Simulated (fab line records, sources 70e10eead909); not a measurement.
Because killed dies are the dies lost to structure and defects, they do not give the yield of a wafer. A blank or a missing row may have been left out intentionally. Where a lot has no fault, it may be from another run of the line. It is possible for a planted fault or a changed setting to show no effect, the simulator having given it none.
fab line records	flow nandHarc
[record] lots = 5	wafers = 15	lastDay = 28
route steps=1159 shown P_ZERO_WELL@14 END@1159
lots with no fault: from the same line, run without faults
startH: the number of hours between the record's first day and the start of the first shown wafer of the lot	waitH: hours since the lot's step before	" as in the row above	L1.1+2: a row that stands for several wafers	- value missing, or start not given	* or withheld: withheld	< > ~ a bound
route shown NAME@n: NAME is a module with steps in the file, n the number in the route of the first one	usual: average and standard deviation across the fault-free wafers	same: alike in all rows	chamber/n: place in a boat	sites: each site's reading	_std_site: standard deviation across them	_edge_site: outer sites' mean less inner sites'	radiusMm: for every site, how far away it sits from the centre of the wafer	mask NAME#n: copy n	behind: tool/chamber where the wafer was last shaped	hold: why the lot was held/for how many hours/how that ended	device: transistor that didn't switch, given as n, p or np	end of line: the same wafers' tests at the end of the route	a step given without rows: its recipe and nothing more	killed: not the wafer's yield, but the dies lost to structure and defects at the first sort	map: per-die view of a wafer (x killed, . not killed, _ where there is no die)
set.NAME: the setting as run; set.NAME@STEP: as run at that earlier step	model.NAME: the simulator's own value behind a step, which no gauge read
lots at selected steps of the route; one table per step, one row per wafer
services: from which hour (startH, from the record's first day; less than 0 if before it) a tool's chamber was out of use, for how many hours, and why
[[steps]]
[step NHARC_P_ZERO_WELL_CD_MEAS_11]
[recipe] targetCdNm = 500	landingEnergyEv = 500
[usual] cdNm = 498.9/2
[same] landingEnergyEv = 500
lot.wafer	tool	chamber	startH	waitH	cdNm
L975.1	cdSem-01	0	67.24	-	500.3
L975.4	"	0	"	"	498.0
L975.6	"	0	"	"	501.8
L976.1	cdSem-03	0	73.25	-	498.8
L976.3	"	0	"	"	501.1
L976.6	"	0	"	"	497.5
L977.3	cdSem-01	0	79.25	-	498.6
L977.4	"	0	"	"	497.0
L977.5	"	0	"	"	497.4
L981.1	cdSem-03	0	103.12	-	500.4
L981.3	"	0	"	"	503.0
L981.6	"	0	"	"	500.5
L989.3	cdSem-02	0	151.45	-	495.8
L989.4	"	0	"	"	494.5
L989.5	"	0	"	"	493.1
[step NHARC_P_ZERO_WELL_HARDBAKE_12]
[recipe] tempC = 118	timeS = 65
[step NHARC_P_ZERO_WELL_DESCUM_13]
[recipe] timeS = 3	o2FlowSccm = 200	arFlowSccm = 0	biasPowerW = 0	chemistry = O2
[usual] chamberPressureMTorr = 60.01/0.055	drypumpMotorCurrentA = 5.6/0.63	oesProductAu = 0.996/0.011	rfVppV = 57.8/0.91	showerheadPlenumPTorr = 1.94/0.088	throttleValvePct = 11.311/0.01
lot.wafer	tool	chamber	startH	waitH	chamberPressureMTorr	drypumpMotorCurrentA	oesProductAu	rfHoursCounterH	rfVppV	showerheadPlenumPTorr	throttleValvePct
L975.1	rieDiel-03	2	67.40	-	59.98	6.8	0.979	1	58.3	2.03	11.297
L975.4	"	3	"	"	60.01	5.0	1.018	1	57.6	1.82	11.306
L975.6	"	1	"	"	60.02	6.1	0.994	-	59.2	1.84	11.303
L976.1	rieDiel-09	0	73.41	-	59.99	6.2	1.004	14	56.4	1.87	11.318
L976.3	"	3	"	"	59.99	5.0	1.011	13	57.3	1.88	11.314
L976.6	"	1	"	"	60.08	6.3	1.000	-	59.2	2.03	11.316
L977.3	rieDiel-10	3	79.41	-	60.08	4.8	0.981	4	59.3	1.79	11.319
L977.4	"	2	"	"	60.02	5.7	0.988	5	58.7	2.03	11.311
L977.5	"	0	"	"	60.00	5.9	1.011	-	57.6	1.93	11.329
L981.1	rieDiel-10	2	103.28	-	60.05	5.7	0.990	7	58.6	2.03	11.311
L981.3	"	0	"	"	60.01	5.9	1.016	6	58.0	1.93	11.312
L981.6	"	1	"	"	59.97	5.3	0.998	-	57.3	1.99	11.309
L989.3	rieDiel-10	2	151.61	-	60.01	5.6	0.994	9	57.7	2.03	11.321
L989.4	"	0	"	"	59.95	5.9	1.016	8	58.8	1.93	11.286
L989.5	"	3	"	"	60.04	4.8	0.991	-	57.3	1.79	11.304
[step NHARC_P_ZERO_WELL_ETCH_65]
[recipe] targetDepthA = 800	overetchA = 240	timeS = 87.88	ionEnergyEv = 200	n2FlowSccm = 150	h2FlowSccm = 150	arFlowSccm = 0	rfW = 400	biasW = 150	chemistry = N2/H2
[usual] chamberPressureMTorr = 30.00/0.037	drypumpMotorCurrentA = 5.6/0.61	oesProductAu = 0.996/0.011	rfVppV = 431.1/2.8	showerheadPlenumPTorr = 2.07/0.094	throttleValvePct = 14.171/0.0084
lot.wafer	tool	chamber	startH	waitH	chamberPressureMTorr	drypumpMotorCurrentA	oesProductAu	rfHoursCounterH	rfVppV	showerheadPlenumPTorr	throttleValvePct
L975.1	rieDiel-03	1	67.48	0.1	29.99	6.2	0.988	1	427.7	1.96	14.175
L975.4	"	2	"	"	30.01	6.8	0.990	1	433.9	2.17	14.171
L975.6	"	2	"	"	29.97	6.8	0.974	-	433.8	2.17	14.157
L976.1	rieDiel-09	1	73.50	0.1	30.02	6.3	0.997	13	433.3	2.17	14.187
L976.3	"	3	"	"	30.00	5.0	0.998	13	429.7	2.00	14.176
L976.6	"	0	"	"	29.95	6.2	1.012	-	429.0	1.99	14.177
L977.4	rieDiel-10	0	79.50	0.1	30.04	5.9	1.006	4	429.9	2.06	14.170
L977.3	"	2	"	"	30.00	5.7	0.984	5	434.9	2.17	14.161
L977.5	"	1	"	"	30.01	5.2	0.998	-	433.1	2.12	14.195
L981.1	rieDiel-10	1	103.36	0.1	30.01	5.3	0.988	7	432.8	2.12	14.165
L981.3	"	0	"	"	29.98	5.9	1.009	6	431.1	2.06	14.177
L981.6	"	1	"	"	29.97	5.3	1.000	-	432.9	2.12	14.155
L989.4	rieDiel-10	1	151.70	0.1	30.03	5.3	0.991	8	431.9	2.12	14.181
L989.3	"	2	"	"	29.97	5.7	0.998	9	434.3	2.17	14.169
L989.5	"	1	"	"	30.01	5.3	0.994	-	433.0	2.12	14.181
[step NHARC_P_ZERO_WELL_ETCH_62]
[recipe] targetDepthA = 130	timeS = 6.5	chf3FlowSccm = 50	arFlowSccm = 200	rfW = 500	biasW = 200	chemistry = CHF3/Ar
[usual] chamberPressureMTorr = 25.000/0.022	drypumpMotorCurrentA = 5.6/0.62	oesProductAu = 0.959/0.02	rfVppV = 370.9/2.3	showerheadPlenumPTorr = 2.36/0.1	throttleValvePct = 20.218/0.0089
lot.wafer	tool	chamber	startH	waitH	chamberPressureMTorr	drypumpMotorCurrentA	oesProductAu	rfHoursCounterH	rfVppV	showerheadPlenumPTorr	throttleValvePct
L975.4	rieDiel-03	3	-	-	25.006	5.0	0.986	1	367.8	2.24	20.230
L975.1	"	1	"	"	24.958	6.2	0.960	1	370.5	2.26	20.216
L975.6	"	2	"	"	25.001	6.8	0.945	-	372.3	2.48	20.224
L976.1	rieDiel-09	3	-	-	25.063	5.0	0.969	13	368.5	2.30	20.207
L976.3	"	2	"	"	24.975	5.3	0.983	12	371.2	2.39	20.224
L976.6	"	0	"	"	25.005	6.2	0.965	-	370.1	2.29	20.234
L977.4	rieDiel-10	0	-	-	24.998	5.9	0.976	4	371.9	2.37	20.227
L977.3	"	1	"	"	25.037	5.3	0.974	4	373.0	2.43	20.224
L977.5	"	0	"	"	24.999	5.9	0.974	-	370.9	2.37	20.210
L981.3	rieDiel-10	1	-	-	24.996	5.3	0.949	7	371.1	2.43	20.226
L981.1	"	2	"	"	25.007	5.7	0.959	7	373.4	2.48	20.226
L981.6	"	1	"	"	25.016	5.2	0.957	-	372.4	2.43	20.206
L989.3	rieDiel-10	1	-	-	24.970	5.3	0.969	8	373.7	2.43	20.212
L989.4	"	2	"	"	25.029	5.7	0.952	9	373.3	2.48	20.217
L989.5	"	3	"	"	24.981	4.8	0.951	-	366.1	2.20	20.211
[step NHARC_P_ZERO_WELL_ETCH_63]
[recipe] targetDepthA = 1200	timeS = 40.1	hbrFlowSccm = 150	cl2FlowSccm = 50	rfW = 400	icpW = 400	biasW = 100	chemistry = HBr/Cl2
[usual] chamberPressureMTorr = 15.000/0.013	drypumpMotorCurrentA = 5.9/0.39	oesProductAu = 0.998/0.011	throttleValvePct = 26.406/0.011
lot.wafer	tool	chamber	startH	waitH	chamberPressureMTorr	drypumpMotorCurrentA	oesProductAu	rfHoursCounterH	throttleValvePct
L975.1	rieSi-04	2	67.66	-	15.009	5.8	0.983	0.9	26.406
L975.4	"	3	"	"	15.008	5.4	0.982	1.0	26.432
L975.6	"	2	"	"	14.993	5.8	0.993	-	26.390
L976.3	rieSi-04	0	73.68	-	14.995	5.4	0.992	1.1	26.407
L976.1	"	1	"	"	14.979	6.4	0.987	1.1	26.386
L976.6	"	0	"	"	14.981	5.4	0.994	-	26.416
L977.3	rieSi-04	0	79.67	-	14.982	5.4	0.994	1.1	26.409
L977.4	"	1	"	"	14.980	6.5	0.989	1.1	26.392
L977.5	"	1	"	"	15.007	6.5	0.999	-	26.404
L981.3	rieSi-02	2	103.56	-	14.999	5.9	1.017	0.4	26.387
L981.1	"	3	"	"	15.011	6.1	1.007	0.3	26.401
L981.6	"	1	"	"	14.990	6.3	1.007	-	26.399
L989.4	rieSi-02	2	151.88	-	15.025	5.8	1.015	1.2	26.401
L989.3	"	3	"	"	15.021	6.1	0.990	1.1	26.398
L989.5	"	1	"	"	14.999	6.3	0.992	-	26.405
[step NHARC_P_ZERO_WELL_STRIP_15]
[recipe] timeS = 900	tempC = 130	chemistry = SPM
[step NHARC_P_ZERO_WELL_DEHYDRATE_16]
[recipe] tempC = 150	timeS = 120
[step NHARC_P_ZERO_WELL_HMDS_17]
[recipe] timeS = 30
[step NHARC_P_ZERO_WELL_COAT_18]
[recipe] spinRpm = withheld
[step NHARC_P_ZERO_WELL_SOFTBAKE_19]
[recipe] tempC = 122	timeS = 95
[step NHARC_P_ZERO_WELL_EBR_20]
[step NHARC_P_ZERO_WELL_EXPOSE_21]
[recipe] na = 0.6	targetCdNm = 720	doseMj = 22.31	maskId = P_NWELL
[usual] focusOffsetNm = 0.1/0.48
lot.wafer	tool	chamber	startH	waitH	mask	focusOffsetNm
L975.1	krfScanner-01	0	68.42	-	P_NWELL#0	-0.5
L975.4	"	0	"	"	P_NWELL#0	0.4
L975.6	"	0	"	"	P_NWELL#0	-0.7
L976.1	krfScanner-03	0	74.44	-	P_NWELL#0	0.4
L976.3	"	0	"	"	P_NWELL#0	0.1
L976.6	"	0	"	"	P_NWELL#0	0.2
L977.3	krfScanner-01	0	80.47	-	P_PWELL#0	0.7
L977.4	"	0	"	"	P_PWELL#0	0.0
L977.5	"	0	"	"	P_PWELL#0	-0.4
L981.1	krfScanner-03	0	104.30	-	P_NWELL#0	0.3
L981.3	"	0	"	"	P_NWELL#0	0.2
L981.6	"	0	"	"	P_NWELL#0	0.0
L989.3	krfScanner-01	0	152.52	-	P_NWELL#0	0.6
L989.4	"	0	"	"	P_NWELL#0	-0.1
L989.5	"	0	"	"	P_NWELL#0	0.1
[step NHARC_P_ZERO_WELL_PEB_22]
[recipe] pebTempC = 118	pebTimeS = 85
[step NHARC_P_ZERO_WELL_DEVELOP_23]
[recipe] timeS = 70
[step NHARC_P_ZERO_WELL_CD_MEAS_24]
[recipe] targetCdNm = 720	landingEnergyEv = 500
[usual] cdNm = 719.1/1.8
[same] landingEnergyEv = 500
lot.wafer	tool	chamber	startH	waitH	cdNm
L975.1	cdSem-03	0	68.58	-	717.7
L975.4	"	0	"	"	717.0
L975.6	"	0	"	"	720.1
L976.1	cdSem-02	0	74.59	-	720.2
L976.3	"	0	"	"	718.3
L976.6	"	0	"	"	721.6
L977.3	cdSem-02	0	80.62	-	-
L977.4	"	0	"	"	-
L977.5	"	0	"	"	-
L981.1	cdSem-01	0	104.45	-	721.1
L981.3	"	0	"	"	718.6
L981.6	"	0	"	"	721.4
L989.3	cdSem-03	0	152.67	-	716.2
L989.4	"	0	"	"	716.8
L989.5	"	0	"	"	716.9
[step NHARC_P_ZERO_WELL_HARDBAKE_25]
[recipe] tempC = 125	timeS = 80
[step NHARC_END_SORT_01]
[recipe] tempC = 25
[usual] killedAtArray = 29/11	killedAtOther = 0.5/0.85	killedAtPeriphery = 3.0/2.3	killedDies = 33/12	killedOpen = 3.3/1.9	killedShort = 2.0/1.5
[same] grossDies = 677
lot.wafer	tool	chamber	startH	waitH	killedAtArray	killedAtOther	killedAtPeriphery	killedDies	killedOpen	killedShort
L977.3	prober-02	0	624.72	3.1	25	0	652	677	0	2
L977.4	prober-02	0	625.53	3.4	21	0	656	677	6	2
L977.5	prober-02	0	626.34	3.7	19	0	658	677	1	0
// killed by level:class
L977.3 P_ZERO_WELL:areaExpose=652 A_STAIRCASE:chamberFilmFlake=9 A_CHANNEL_HOLE_D1:chamberFilmFlake=6 A_CONTACT:chamberFilmFlake=6 A_CHANNEL_HOLE_D1:geometricParticle:short=1 A_SGD_CUT:geometricParticle:short=1 A_ZERO_WELL:chamberFilmFlake=1 A_M0:chamberFilmFlake=1
L977.4 P_ZERO_WELL:areaExpose=654 A_STAIRCASE:chamberFilmFlake=7 A_CHANNEL_HOLE_D1:chamberFilmFlake=3 A_ONON_D1:geometricParticle:open=2 A_CONTACT:chamberFilmFlake=2 A_M0:chamberFilmFlake=2 P_STI:geometricParticle:short=1 P_CONTACT:geometricParticle:open=1
L977.5 P_ZERO_WELL:areaExpose=658 A_CONTACT:chamberFilmFlake=6 A_CHANNEL_HOLE_D1:chamberFilmFlake=5 A_STAIRCASE:chamberFilmFlake=4 A_M0:chamberFilmFlake=2 A_SGD_CUT:geometricParticle:open=1 A_SLIT:chamberFilmFlake=1
// map L977.3 (x killed, . not)
____________x____________
_________xxxxxxx_________
_______xxxxxxxxxxx_______
______xxxxxxxxxxxxx______
_____xxxxxxxxxxxxxxx_____
____xxxxxxxxxxxxxxxxx____
____xxxxxxxxxxxxxxxxx____
___xxxxxxxxxxxxxxxxxxx___
___xxxxxxxxxxxxxxxxxxx___
__xxxxxxxxxxxxxxxxxxxxx__
__xxxxxxxxxxxxxxxxxxxxx__
_xxxxxxxxxxxxxxxxxxxxxxx_
_xxxxxxxxxxxxxxxxxxxxxxx_
_xxxxxxxxxxxxxxxxxxxxxxx_
_xxxxxxxxxxxxxxxxxxxxxxx_
_xxxxxxxxxxxxxxxxxxxxxxx_
xxxxxxxxxxxxxxxxxxxxxxxxx
xxxxxxxxxxxxxxxxxxxxxxxxx
xxxxxxxxxxxxxxxxxxxxxxxxx
xxxxxxxxxxxxxxxxxxxxxxxxx
xxxxxxxxxxxxxxxxxxxxxxxxx
_xxxxxxxxxxxxxxxxxxxxxxx_
_xxxxxxxxxxxxxxxxxxxxxxx_
_xxxxxxxxxxxxxxxxxxxxxxx_
_xxxxxxxxxxxxxxxxxxxxxxx_
_xxxxxxxxxxxxxxxxxxxxxxx_
__xxxxxxxxxxxxxxxxxxxxx__
__xxxxxxxxxxxxxxxxxxxxx__
___xxxxxxxxxxxxxxxxxxx___
___xxxxxxxxxxxxxxxxxxx___
____xxxxxxxxxxxxxxxxx____
____xxxxxxxxxxxxxxxxx____
_____xxxxxxxxxxxxxxx_____
______xxxxxxxxxxxxx______
_______xxxxxxxxxxx_______
_________xxxxxxx_________
____________x____________
// map L975.4 (x killed, . not)
____________.____________
_________......._________
_______..........._______
______.............______
_____..x..........x._____
____.................____
____.................____
___...................___
___...................___
__.....................__
__.x..x.x.......x.xx...__
_.....x............x...._
_....xx.x.....x........._
_....x.x................_
_....xx.x..............._
_..xxxxx................_
.......x.................
....xxx..x...............
.....x..x.....x..........
.....x...................
....x....................
_............x.........._
_......................._
_......................._
_.....x................._
_......................._
__.....................__
__.....................__
___..................x___
___...................___
____.................____
____.....x...........____
_____..............._____
______........x....______
_______..........._______
_________......._________
____________.____________
[[services]]
tool	chamber	startH	hours	kind
rieDiel-10	0	57.50	-	clean
rieDiel-10	1	57.50	-	clean
rieDiel-10	2	57.50	-	clean
rieDiel-10	3	57.50	-	clean
rieDiel-09	3	73.99	9.8	repair
rieDiel-09	-	77.10	9.0	pm
krfScanner-03	-	78.17	6.6	repair
rieDiel-10	0	82.02	-	clean
rieDiel-10	1	82.02	-	clean
rieDiel-10	2	82.02	-	clean
rieDiel-10	3	82.02	-	clean
krfScanner-01	-	84.00	4.0	pm
rieSi-04	-	99.00	9.0	pm
rieDiel-10	0	106.52	-	clean
rieDiel-10	1	106.52	-	clean
rieDiel-10	2	106.52	-	clean
rieDiel-10	3	106.52	-	clean
krfScanner-01	-	110.63	0.5	repair
rieDiel-03	3	120.85	5.6	repair
rieDiel-10	0	131.12	-	clean
rieDiel-10	1	131.12	-	clean
rieDiel-10	2	131.12	-	clean
rieDiel-10	3	131.12	-	clean
rieDiel-09	3	144.54	2.2	repair
[[key]]
[firstSign] step = NHARC_P_ZERO_WELL_EXPOSE_21	reading = mask	direction = changed
[effect] step = NHARC_P_ZERO_WELL_CD_MEAS_24	reading = cdNm	direction = missing
[effect] step = NHARC_END_SORT_01	reading = killedAtPeriphery	direction = up	sigmas = 99+	usual = 3.0	struck = 655.3
[moreKillsBornAt] NHARC_P_ZERO_WELL_EXPOSE_21@krfScanner-01 = 1964
metAt NHARC_P_ZERO_WELL_EXPOSE_21
struckWafers L977.3,L977.4,L977.5
laterRowsLeftOut L977.3,L977.4,L977.5
testerLeftOut L977
onsetBetween 68.42 80.47
[fault] kind = wrongMask	tool = any	chamber = -	onsetH = 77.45	steps = NHARC_P_ZERO_WELL_EXPOSE_21	auxCopy = P_PWELL#0	scope = struckLotsOnly
// testerLeftOut: of these lots the tester's yield and bins aren't shown, on N5 and GAA mostly nor the transistor test; their killed dies are dies lost to structure and defects alone, not to doping, threshold or leakage, so they don't give the yield
// laterRowsLeftOut: the simulator's readings of these wafers behind a module that went badly wrong aren't trusted and aren't shown, but for the sort
